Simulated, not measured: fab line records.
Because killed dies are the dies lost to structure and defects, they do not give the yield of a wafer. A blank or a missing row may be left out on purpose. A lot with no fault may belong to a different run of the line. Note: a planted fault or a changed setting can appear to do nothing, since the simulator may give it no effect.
fab line records -- flow n5Finfet -- part 1 of 2: steps 1 to 19 of 25
record lots=5, wafers=15, lastDay=14
route steps=1938 shown MOL_CONTACT_COAG@566
lots untouched by any fault: they come from a run of this same line in which no faults occurred
startH: hours from the record's first day to the start of the lot's first wafer shown -- waitH: time in hours since the lot's previous step -- " the same as in the row above -- L1.1+2: a row that stands for several wafers -- - no value, or no start given -- * or withheld: withheld -- < > ~ a bound
route shown NAME@n: a module of which the file shows steps, and the number in the route of the first -- usual: the fault-free wafers' mean and standard deviation -- same: alike in all rows -- chamber/n: place in a boat -- sites: each site's reading -- _std_site: the values' standard deviation -- _edge_site: outer sites' mean less inner sites' -- radiusMm: how far each site lies from the wafer's centre -- mask NAME#n: copy n -- behind: tool/chamber where the wafer was last shaped -- hold: what put the lot on hold/how long, in hours/how the hold closed -- device: names the non-switching transistor (n, p or np) -- end of line: the same wafers' tests at the end of the route -- step lacking rows: just its recipe -- killed: dies that structure and defects cost at the first sort, which is not the same as the wafer's yield -- map: the dies of a wafer, with x for killed, . for not killed, _ for no die there
set.NAME: the setting as run; set.NAME@STEP: as run at that earlier step -- model.NAME: the simulator's own value behind a step, which no gauge read
a table for each step, a row for each wafer; lots at some steps of the route
services: from which hour (startH, from the record's first day; less than 0 if before it) a tool's chamber was out of use, for how many hours, and why
## steps
# step N5_MOL_CONTACT_COAG_COAT_77
# recipe resist=underlayer, tempC=205, timeS=60, spinRpm=1500, resistThkNm=10
# usual dispensePressureKPa=51/6.2, plateTempC=204.99/0.16
lot.wafer,tool,chamber,startH,waitH,dispensePressureKPa,plateTempC
L077.2,lithoTrack-05,0,-,-,57,205.16
L077.4,lithoTrack-05,0,-,-,57,205.02
L077.6,lithoTrack-05,0,-,-,57,204.94
L081.1,lithoTrack-05,0,-,-,57,205.12
L081.3,lithoTrack-05,0,-,-,57,205.14
L081.5,lithoTrack-05,0,-,-,57,204.80
L082.1,lithoTrack-05,0,-,-,57,205.06
L082.2,lithoTrack-05,0,-,-,57,204.84
L082.4,lithoTrack-05,0,-,-,57,204.97
L085.1,lithoTrack-02,0,-,-,43,205.04
L085.4,lithoTrack-02,0,-,-,43,205.01
L085.5,lithoTrack-02,0,-,-,43,204.94
L086.1,lithoTrack-01,0,-,-,54,205.10
L086.3,lithoTrack-01,0,-,-,54,205.22
L086.4,lithoTrack-01,0,-,-,54,205.14
# step N5_MOL_CONTACT_COAG_COAT_78
# recipe resist=CAR-EUV, spinRpm=1500, resistThkNm=40
# usual dispensePressureKPa=51/6.2
lot.wafer,tool,chamber,startH,waitH,dispensePressureKPa
L077.2,lithoTrack-05,0,-,-,57
L077.4,lithoTrack-05,0,-,-,57
L077.6,lithoTrack-05,0,-,-,57
L081.1,lithoTrack-05,0,-,-,57
L081.3,lithoTrack-05,0,-,-,57
L081.5,lithoTrack-05,0,-,-,57
L082.1,lithoTrack-05,0,-,-,57
L082.2,lithoTrack-05,0,-,-,57
L082.4,lithoTrack-05,0,-,-,57
L085.1,lithoTrack-02,0,-,-,43
L085.4,lithoTrack-02,0,-,-,43
L085.5,lithoTrack-02,0,-,-,43
L086.1,lithoTrack-01,0,-,-,54
L086.3,lithoTrack-01,0,-,-,54
L086.4,lithoTrack-01,0,-,-,54
# step N5_MOL_CONTACT_COAG_EBR_80
# recipe solvent=PGMEA, ebrWidthMm=1.5
lot.wafer,tool,chamber,startH,waitH
L077.2+4+6,lithoTrack-05,0,-,-
L081.1+3+5,lithoTrack-05,0,-,-
L082.1+2+4,lithoTrack-05,0,-,-
L085.1+4+5,lithoTrack-02,0,-,-
L086.1+3+4,lithoTrack-01,0,-,-
# step N5_MOL_CONTACT_COAG_SOFTBAKE_79
# recipe tempC=110, timeS=60, resist=CAR-EUV
# usual plateTempC=109.96/0.13
lot.wafer,tool,chamber,startH,waitH,plateTempC
L077.2,lithoTrack-05,0,-,-,109.95
L077.4,lithoTrack-05,0,-,-,109.91
L077.6,lithoTrack-05,0,-,-,109.76
L081.1,lithoTrack-05,0,-,-,109.93
L081.3,lithoTrack-05,0,-,-,109.95
L081.5,lithoTrack-05,0,-,-,110.00
L082.1,lithoTrack-05,0,-,-,109.92
L082.2,lithoTrack-05,0,-,-,109.98
L082.4,lithoTrack-05,0,-,-,109.89
L085.1,lithoTrack-02,0,-,-,110.07
L085.4,lithoTrack-02,0,-,-,110.05
L085.5,lithoTrack-02,0,-,-,110.17
L086.1,lithoTrack-01,0,-,-,109.75
L086.3,lithoTrack-01,0,-,-,109.72
L086.4,lithoTrack-01,0,-,-,109.88
# step N5_MOL_CONTACT_COAG_EXPOSE_81
# recipe maskId=VG, na=0.33, sourceShape=annular, sigmaInner=0.3, sigmaOuter=0.7, polarization=unpolarized, defocusNm=0, doseMj=59.5
# same sigmaInner=0.3
lot.wafer,tool,chamber,startH,waitH,mask
L077.2+4+6,euvScanner-02,0,120.43,-,VG#0
L081.1+3+5,euvScanner-01,0,139.70,-,VG#0
L082.1+2+4,euvScanner-01,0,148.66,-,VG#0
L085.1+4+5,euvScanner-01,0,164.13,-,VG#0
L086.1+3+4,euvScanner-02,0,174.35,-,VG#0
# step N5_MOL_CONTACT_COAG_PEB_82
# recipe pebTempC=100, pebTimeS=60, resist=CAR-EUV
# usual plateTempC=99.98/0.14
lot.wafer,tool,chamber,startH,waitH,plateTempC
L077.2,lithoTrack-01,0,120.50,0.1,99.82
L077.4,lithoTrack-01,0,120.50,0.1,99.87
L077.6,lithoTrack-01,0,120.50,0.1,99.74
L081.1,lithoTrack-02,0,139.78,0.1,99.92
L081.3,lithoTrack-02,0,139.78,0.1,99.96
L081.5,lithoTrack-02,0,139.78,0.1,99.97
L082.1,lithoTrack-02,0,148.74,0.1,99.90
L082.2,lithoTrack-02,0,148.74,0.1,100.20
L082.4,lithoTrack-02,0,148.74,0.1,100.07
L085.1,lithoTrack-05,0,164.20,0.1,99.81
L085.4,lithoTrack-05,0,164.20,0.1,99.78
L085.5,lithoTrack-05,0,164.20,0.1,99.83
L086.1,lithoTrack-01,0,174.42,0.1,100.03
L086.3,lithoTrack-01,0,174.42,0.1,99.88
L086.4,lithoTrack-01,0,174.42,0.1,99.73
# step N5_MOL_CONTACT_COAG_DEVELOP_83
# recipe developTimeS=30, developer=TMAH, resist=CAR-EUV, rinseLiquid=surfactantRinse, dry=airSpin, devTempC=23
lot.wafer,tool,chamber,startH,waitH
L077.2+4+6,lithoTrack-01,0,-,-
L081.1+3+5,lithoTrack-02,0,-,-
L082.1+2+4,lithoTrack-02,0,-,-
L085.1+4+5,lithoTrack-05,0,-,-
L086.1+3+4,lithoTrack-01,0,-,-
# step N5_MOL_CONTACT_COAG_CD_MEAS_84
# recipe targetCdNm=25.1, landingEnergyEv=500, detector=seInlens, polarity=opening
# usual cdNm=25.13/0.2
lot.wafer,tool,chamber,startH,waitH,cdNm
L077.2,cdSem-03,0,120.57,-,24.81
L077.4,cdSem-03,0,120.57,-,25.28
L077.6,cdSem-03,0,120.57,-,25.08
L081.1,cdSem-03,0,139.84,-,24.93
L081.3,cdSem-03,0,139.84,-,25.30
L081.5,cdSem-03,0,139.84,-,25.15
L082.1,cdSem-02,0,148.80,-,25.09
L082.2,cdSem-02,0,148.80,-,25.10
L082.4,cdSem-02,0,148.80,-,25.19
L085.1,cdSem-03,0,164.27,-,24.76
L085.4,cdSem-03,0,164.27,-,24.79
L085.5,cdSem-03,0,164.27,-,25.29
L086.1,cdSem-01,0,174.49,-,25.29
L086.3,cdSem-01,0,174.49,-,25.19
L086.4,cdSem-01,0,174.49,-,25.35
# step N5_MOL_CONTACT_COAG_OVL_MEAS_85
# recipe pointsPerWafer=522
# usual VG_OVL=-0.2/0.69
lot.wafer,tool,chamber,startH,waitH,VG_OVL[nm]
L077.2,overlay-02,0,120.60,0.0,-0.7
L077.4,overlay-02,0,120.60,0.0,-0.6
L077.6,overlay-02,0,120.60,0.0,-1.1
L081.1,overlay-01,0,139.87,0.0,0.8
L081.3,overlay-01,0,139.87,0.0,-0.2
L081.5,overlay-01,0,139.87,0.0,-0.4
L082.1,overlay-02,0,148.83,0.0,0.4
L082.2,overlay-02,0,148.83,0.0,0.2
L082.4,overlay-02,0,148.83,0.0,0.8
L085.1,overlay-01,0,164.30,0.0,0.2
L085.4,overlay-01,0,164.30,0.0,-0.3
L085.5,overlay-01,0,164.30,0.0,0.0
L086.1,overlay-01,0,174.52,0.0,-0.5
L086.3,overlay-01,0,174.52,0.0,0.3
L086.4,overlay-01,0,174.52,0.0,-0.5
# step N5_MOL_CONTACT_COAG_INSPECT_57
# recipe mode=adi, inspectInstrument=brightfield
# usual rawDefectCount=198/52
lot.wafer,tool,chamber,startH,waitH,rawDefectCount
L077.2,defectInspect-01,-,120.66,0.0,130
L077.4,defectInspect-01,-,120.66,0.0,128
L077.6,defectInspect-01,-,120.66,0.0,128
L081.1,defectInspect-01,-,139.93,0.1,193
L081.3,defectInspect-01,-,139.93,0.1,123
L081.5,defectInspect-01,-,139.93,0.1,158
L082.1,defectInspect-02,-,148.89,0.1,150
L082.2,defectInspect-02,-,148.89,0.1,252
L082.4,defectInspect-02,-,148.89,0.1,192
L085.1,defectInspect-01,-,164.36,0.1,183
L085.4,defectInspect-01,-,164.36,0.1,155
L085.5,defectInspect-01,-,164.36,0.1,196
L086.1,defectInspect-01,-,174.58,0.1,288
L086.3,defectInspect-01,-,174.58,0.1,318
L086.4,defectInspect-01,-,174.58,0.1,319
# step N5_MOL_CONTACT_COAG_DESCUM_88
# recipe chemistry=O2, timeS=7, sourcePowerW=50, biasPowerW=20, pressureMtorr=20, rfFrequencyHz=2.712e+07, tempC=40, resist=CAR-EUV, o2FlowSccm=225
# usual drypumpMotorCurrentA=5.8/0.47, oesProductAu=0.83/0.084, rfFwdPowerW=49.25/0.24, rfVppV=242.9/1.3, showerheadPlenumPTorr=2.07/0.066, throttleValvePct=20.33/0.19
lot.wafer,tool,chamber,startH,waitH,drypumpMotorCurrentA,oesProductAu,rfFwdPowerW,rfHoursCounterH,rfVppV,showerheadPlenumPTorr,throttleValvePct
L077.2,rieDiel-04,0,120.69,0.0,6.6,0.72,49.23,207,241.3,2.00,20.34
L077.4,rieDiel-04,2,120.69,0.0,5.5,0.74,49.44,153,243.5,2.10,20.67
L077.6,rieDiel-04,3,120.69,0.0,5.9,0.95,49.48,-,242.1,2.14,20.23
L081.1,rieDiel-06,0,140.46,0.5,5.3,0.84,49.14,68,244.9,2.21,20.49
L081.3,rieDiel-06,1,140.46,0.5,6.0,0.73,49.15,182,242.4,2.00,20.31
L081.5,rieDiel-06,0,140.46,0.5,5.3,0.85,49.27,-,245.7,2.21,20.48
L082.1,rieDiel-06,0,148.93,0.0,5.3,0.85,49.57,72,245.6,2.21,20.47
L082.2,rieDiel-06,1,148.93,0.0,6.0,0.72,48.74,186,240.7,1.99,20.32
L082.4,rieDiel-06,3,148.93,0.0,5.4,0.88,49.15,-,243.2,2.04,19.88
L085.1,rieDiel-04,0,164.73,0.4,6.7,0.71,49.18,221,241.0,1.99,20.36
L085.4,rieDiel-04,2,164.73,0.4,5.5,0.72,49.13,169,243.7,2.09,20.71
L085.5,rieDiel-04,1,164.73,0.4,5.3,0.82,49.28,-,244.8,2.22,20.50
L086.1,rieDiel-04,1,174.61,0.0,5.3,0.82,49.37,69,244.3,2.21,20.51
L086.3,rieDiel-04,0,174.61,0.0,6.7,0.70,49.31,224,241.9,1.99,20.38
L086.4,rieDiel-04,2,174.61,0.0,5.5,0.72,49.31,172,242.7,2.09,20.68
# step N5_MOL_CONTACT_COAG_ETCH_89
# recipe chemistry=N2/H2, target=underlayer, targetDepthA=130, maskMaterial=CAR-EUV, timeS=10.4, ionEnergyEv=200, pressureMtorr=30, sourceW=840, biasW=150, n2FlowSccm=200, h2FlowSccm=200, ends=cleared
# usual drypumpMotorCurrentA=5.8/0.48, etchRfOnTimeS=10.39/0.12, oesProductAu=0.71/0.07, rfFwdPowerW=819.1/2.6, rfVppV=523.2/2.5, showerheadPlenumPTorr=2.52/0.077, throttleValvePct=17.74/0.2
lot.wafer,tool,chamber,startH,waitH,drypumpMotorCurrentA,etchRfOnTimeS,oesProductAu,rfFwdPowerW,rfHoursCounterH,rfVppV,showerheadPlenumPTorr,throttleValvePct
L077.2,rieDiel-04,0,120.72,0.0,6.7,10.37,0.62,820.1,207,519.2,2.42,17.84
L077.4,rieDiel-04,2,120.72,0.0,5.5,10.36,0.64,819.8,153,524.7,2.55,18.04
L077.6,rieDiel-04,3,120.72,0.0,5.8,10.29,0.79,820.0,-,525.0,2.60,17.62
L081.1,rieDiel-06,0,140.49,0.0,5.3,10.25,0.73,822.8,68,527.8,2.68,17.73
L081.3,rieDiel-06,1,140.49,0.0,6.0,10.35,0.63,818.9,182,520.1,2.43,17.76
L081.5,rieDiel-06,0,140.49,0.0,5.3,10.26,0.74,815.6,-,528.0,2.68,17.74
L082.1,rieDiel-06,0,148.97,0.0,5.4,10.29,0.72,817.9,72,528.1,2.67,17.73
L082.2,rieDiel-06,1,148.97,0.0,6.0,10.39,0.63,819.8,186,521.8,2.42,17.78
L082.4,rieDiel-06,3,148.97,0.0,5.5,10.37,0.75,822.4,-,521.4,2.48,17.26
L085.1,rieDiel-04,0,164.77,0.0,6.7,10.41,0.61,820.7,221,520.1,2.41,17.87
L085.4,rieDiel-04,2,164.77,0.0,5.5,10.53,0.62,819.5,169,523.2,2.54,18.07
L085.5,rieDiel-04,1,164.77,0.0,5.3,10.27,0.71,818.1,-,527.9,2.68,17.86
L086.1,rieDiel-04,1,174.65,0.0,5.3,10.33,0.71,816.6,69,528.4,2.68,17.85
L086.3,rieDiel-04,0,174.65,0.0,6.7,10.41,0.60,820.4,224,520.6,2.41,17.87
L086.4,rieDiel-04,2,174.65,0.0,5.5,10.41,0.62,815.1,172,525.3,2.54,18.08
# step N5_MOL_CONTACT_COAG_ETCH_90
# recipe chemistry=CF4, target=SiARC, targetDepthA=130, maskMaterial=CAR-EUV, timeS=21.7, ionEnergyEv=80, pressureMtorr=40, sourceW=545, biasW=36, Ar_flow_sccm=100, cf4FlowSccm=100, ends=cleared
# usual cf4FlowSccm=100.0/0.34, drypumpMotorCurrentA=5.8/0.47, etchRfOnTimeS=21.63/0.24, oesProductAu=0.71/0.07, rfFwdPowerW=531.7/1.6, rfVppV=183.8/1.2, showerheadPlenumPTorr=2.12/0.066, throttleValvePct=15.53/0.2
lot.wafer,tool,chamber,startH,waitH,cf4FlowSccm,drypumpMotorCurrentA,etchRfOnTimeS,oesProductAu,rfFwdPowerW,rfHoursCounterH,rfVppV,showerheadPlenumPTorr,throttleValvePct
L077.2,rieDiel-04,0,120.74,0.0,100.0,6.7,21.55,0.61,527.0,207,183.4,2.04,15.51
L077.4,rieDiel-04,2,120.74,0.0,99.8,5.5,21.45,0.64,531.0,153,183.9,2.15,15.88
L077.6,rieDiel-04,3,120.74,0.0,100.2,5.9,21.36,0.81,531.2,-,184.7,2.19,15.38
L081.1,rieDiel-06,0,140.51,0.0,100.8,5.3,21.70,0.73,530.8,68,185.4,2.26,15.64
L081.3,rieDiel-06,1,140.51,0.0,99.8,6.0,21.82,0.63,532.6,182,183.1,2.05,15.57
L081.5,rieDiel-06,0,140.51,0.0,100.3,5.3,21.47,0.74,529.7,-,186.1,2.27,15.66
L082.1,rieDiel-06,0,148.99,0.0,99.6,5.3,21.57,0.72,530.8,72,186.8,2.26,15.66
L082.2,rieDiel-06,1,148.99,0.0,99.5,6.0,21.87,0.62,531.6,186,181.9,2.05,15.59
L082.4,rieDiel-06,3,148.99,0.0,99.7,5.4,21.72,0.75,532.4,-,182.7,2.10,15.16
L085.1,rieDiel-04,0,164.79,0.0,99.9,6.7,21.62,0.61,533.4,221,183.2,2.03,15.54
L085.4,rieDiel-04,2,164.79,0.0,99.7,5.5,21.67,0.63,531.2,169,183.0,2.15,15.91
L085.5,rieDiel-04,1,164.79,0.0,99.8,5.3,21.84,0.70,531.2,-,185.5,2.26,15.61
L086.1,rieDiel-04,1,174.67,0.0,100.8,5.3,21.76,0.70,529.0,69,185.7,2.26,15.61
L086.3,rieDiel-04,0,174.67,0.0,100.4,6.6,21.62,0.60,530.5,224,184.0,2.03,15.53
L086.4,rieDiel-04,2,174.67,0.0,99.9,5.5,21.62,0.62,531.7,172,183.0,2.15,15.93
# step N5_MOL_CONTACT_COAG_ALD_131
# recipe material=SiO2, targetThkA=50, tempC=100, aldPrecursorFamily=BDEAS, aldCoReactant=O2-plasma, pulseTimeS=1, coReactantPulseTimeS=1, purgeTimeS=2, coReactantPurgeTimeS=2, aldCycles=35, pressureTorr=2
# usual heaterPowerOuterW=43/5.6, heaterPowerW=80/10, precursorPulseHeightRel=1.001/0.019
lot.wafer,tool,chamber,startH,waitH,heaterPowerOuterW,heaterPowerW,precursorPulseHeightRel
L077.2,aldSin-04,3,120.82,0.1,52,102,1.003
L077.4,aldSin-04,1,120.82,0.1,36,72,1.003
L077.6,aldSin-04,0,120.82,0.1,47,86,0.991
L081.1,aldSin-04,0,140.59,0.1,46,84,0.986
L081.3,aldSin-04,3,140.59,0.1,52,102,0.995
L081.5,aldSin-04,2,140.59,0.1,48,89,1.017
L082.1,aldSin-03,3,149.07,0.1,32,62,0.976
L082.2,aldSin-03,2,149.07,0.1,38,71,0.977
L082.4,aldSin-03,0,149.07,0.1,43,82,0.983
L085.1,aldSin-02,1,164.87,0.1,44,78,1.004
L085.4,aldSin-02,0,164.87,0.1,45,89,0.989
L085.5,aldSin-02,2,164.87,0.1,44,78,1.011
L086.1,aldSin-04,0,174.77,0.1,48,84,1.030
L086.3,aldSin-04,2,174.77,0.1,48,91,1.000
L086.4,aldSin-04,3,174.77,0.1,51,100,0.960
# step N5_MOL_CONTACT_COAG_ETCHBACK_132
# recipe chemistry=CHF3, target=SiO2, targetDepthA=100, timeS=6.7, ionEnergyEv=200, pressureMtorr=30, sourceW=610, biasW=170, Ar_flow_sccm=200, CHF3_flow_sccm=50
# usual drypumpMotorCurrentA=5.8/0.48, oesProductAu=0.81/0.084, rfFwdPowerW=601.3/2.8, rfVppV=523/4.5, showerheadPlenumPTorr=2.37/0.081, throttleValvePct=18.67/0.2
lot.wafer,tool,chamber,startH,waitH,drypumpMotorCurrentA,oesProductAu,rfFwdPowerW,rfHoursCounterH,rfVppV,showerheadPlenumPTorr,throttleValvePct
L077.2,rieDiel-06,3,121.00,0.1,5.4,0.89,602.6,20,519,2.34,18.25
L077.4,rieDiel-06,2,121.00,0.1,5.8,0.69,601.2,244,522,2.35,18.85
L077.6,rieDiel-06,2,121.00,0.1,5.7,0.69,601.7,-,519,2.35,18.85
L081.1,rieDiel-04,0,140.77,0.1,6.7,0.72,599.3,211,521,2.26,18.54
L081.3,rieDiel-04,1,140.77,0.1,5.3,0.84,601.3,57,529,2.51,18.75
L081.5,rieDiel-04,0,140.77,0.1,6.7,0.71,602.3,-,521,2.26,18.55
L082.1,rieDiel-05,0,149.25,0.1,6.0,0.93,600.5,8,514,2.34,18.72
L082.2,rieDiel-05,3,149.25,0.1,6.7,0.76,600.7,139,529,2.40,18.79
L082.4,rieDiel-05,1,149.25,0.1,5.9,0.89,594.1,-,523,2.32,18.65
L085.1,rieDiel-04,3,165.05,0.1,5.8,0.90,605.7,18,523,2.42,18.52
L085.4,rieDiel-04,0,165.05,0.1,6.7,0.71,601.3,221,519,2.25,18.56
L085.5,rieDiel-04,2,165.05,0.1,5.5,0.72,601.3,-,522,2.39,19.01
L086.1,rieDiel-04,1,174.94,0.1,5.3,0.83,599.5,69,529,2.51,18.77
L086.3,rieDiel-04,0,174.94,0.1,6.7,0.70,603.0,224,519,2.25,18.57
L086.4,rieDiel-04,2,174.94,0.1,5.5,0.73,600.4,172,522,2.38,19.03
# step N5_MOL_CONTACT_COAG_ETCH_91
# recipe chemistry=N2/H2, target=SOC, targetDepthA=600, overetchA=210, maskMaterial=SiARC, tempC=40, timeS=101.2, ionEnergyEv=200, pressureMtorr=30, sourceW=840, biasW=150, n2FlowSccm=200, h2FlowSccm=200
# usual drypumpMotorCurrentA=5.8/0.48, oesProductAu=0.68/0.067, rfFwdPowerW=834.2/2.7, rfVppV=523.4/2.5, showerheadPlenumPTorr=2.53/0.085, throttleValvePct=17.75/0.2
lot.wafer,tool,chamber,startH,waitH,drypumpMotorCurrentA,oesProductAu,rfFwdPowerW,rfHoursCounterH,rfVppV,showerheadPlenumPTorr,throttleValvePct
L077.2,rieDiel-06,3,121.04,0.0,5.4,0.74,836.6,20,520.5,2.49,17.22
L077.4,rieDiel-06,2,121.04,0.0,5.8,0.59,834.5,244,522.0,2.51,18.01
L077.6,rieDiel-06,2,121.04,0.0,5.8,0.59,834.8,-,522.3,2.51,18.02
L081.1,rieDiel-04,0,140.81,0.0,6.7,0.60,829.7,211,519.4,2.42,17.82
L081.3,rieDiel-04,1,140.81,0.0,5.3,0.70,835.5,57,528.6,2.68,17.79
L081.5,rieDiel-04,0,140.81,0.0,6.7,0.60,834.7,-,521.0,2.42,17.81
L082.1,rieDiel-05,0,149.28,0.0,6.1,0.79,830.6,8,521.4,2.50,17.73
L082.2,rieDiel-05,3,149.28,0.0,6.7,0.64,835.8,139,524.9,2.56,17.85
L082.4,rieDiel-05,1,149.28,0.0,5.9,0.75,829.7,-,523.7,2.49,17.76
L085.1,rieDiel-04,3,165.08,0.0,5.9,0.75,833.2,18,526.5,2.59,17.62
L085.4,rieDiel-04,0,165.08,0.0,6.7,0.60,833.0,221,518.6,2.41,17.83
L085.5,rieDiel-04,2,165.08,0.0,5.5,0.61,832.1,-,523.4,2.54,18.04
L086.1,rieDiel-04,1,174.98,0.0,5.3,0.69,840.0,69,527.9,2.68,17.83
L086.3,rieDiel-04,0,174.98,0.0,6.7,0.59,837.5,224,520.6,2.41,17.84
L086.4,rieDiel-04,2,174.98,0.0,5.5,0.60,833.1,172,523.8,2.54,18.03
# step N5_MOL_CONTACT_COAG_STRIP_92
# recipe chemistry=N2/H2, tempC=40, n2FlowSccm=200, h2FlowSccm=200, rfFrequencyHz=6e+07
lot.wafer,tool,chamber,startH,waitH
L077.2+4+6,rieDiel-06,"3,2,2",121.11,0.0
L081.1+3+5,rieDiel-04,"0,1,0",140.88,0.0
L082.1+2+4,rieDiel-05,"0,3,1",149.35,0.0
L085.1+4+5,rieDiel-04,"3,0,2",165.15,0.0
L086.1+3+4,rieDiel-04,"1,0,2",175.05,0.0
# step N5_MOL_CONTACT_COAG_STRIP_93
# recipe chemistry=N2/H2, tempC=40, n2FlowSccm=200, h2FlowSccm=200, rfFrequencyHz=6e+07
lot.wafer,tool,chamber,startH,waitH
L077.2+4+6,rieDiel-06,"3,2,2",121.12,0.0
L081.1+3+5,rieDiel-04,"0,1,0",140.89,0.0
L082.1+2+4,rieDiel-05,"0,3,1",149.36,0.0
L085.1+4+5,rieDiel-04,"3,0,2",165.16,0.0
L086.1+3+4,rieDiel-04,"1,0,2",175.06,0.0
# step N5_MOL_CONTACT_COAG_ETCHBACK_135
# recipe chemistry=CHF3, target=SiO2, targetDepthA=250, timeS=16.7, ionEnergyEv=200, pressureMtorr=30, sourceW=610, biasW=170, Ar_flow_sccm=200, CHF3_flow_sccm=50
# usual drypumpMotorCurrentA=5.8/0.48, oesProductAu=0.81/0.083, rfFwdPowerW=598/3, rfVppV=523/4.4, showerheadPlenumPTorr=2.37/0.081, throttleValvePct=18.67/0.2
lot.wafer,tool,chamber,startH,waitH,drypumpMotorCurrentA,oesProductAu,rfFwdPowerW,rfHoursCounterH,rfVppV,showerheadPlenumPTorr,throttleValvePct
L077.2,rieDiel-06,3,121.13,0.0,5.5,0.90,598,20,519,2.34,18.25
L077.4,rieDiel-06,2,121.13,0.0,5.8,0.69,600,244,519,2.35,18.86
L077.6,rieDiel-06,2,121.13,0.0,5.8,0.69,601,-,521,2.35,18.86
L081.1,rieDiel-04,0,140.90,0.0,6.7,0.72,598,211,521,2.26,18.55
L081.3,rieDiel-04,1,140.90,0.0,5.3,0.84,598,57,529,2.51,18.76
L081.5,rieDiel-04,0,140.90,0.0,6.7,0.72,599,-,520,2.26,18.55
L082.1,rieDiel-05,0,149.37,0.0,6.1,0.93,594,8,514,2.34,18.72
L082.2,rieDiel-05,3,149.37,0.0,6.6,0.76,595,139,529,2.40,18.81
L082.4,rieDiel-05,1,149.37,0.0,5.9,0.90,596,-,523,2.32,18.64
L085.1,rieDiel-04,3,165.17,0.0,5.8,0.89,603,18,523,2.42,18.53
L085.4,rieDiel-04,0,165.17,0.0,6.7,0.70,600,221,521,2.25,18.57
L085.5,rieDiel-04,2,165.17,0.0,5.5,0.74,598,-,524,2.38,19.01
L086.1,rieDiel-04,1,175.07,0.0,5.3,0.83,600,69,529,2.51,18.76
L086.3,rieDiel-04,0,175.07,0.0,6.7,0.71,598,224,519,2.25,18.57
L086.4,rieDiel-04,2,175.07,0.0,5.5,0.72,596,172,524,2.38,19.00
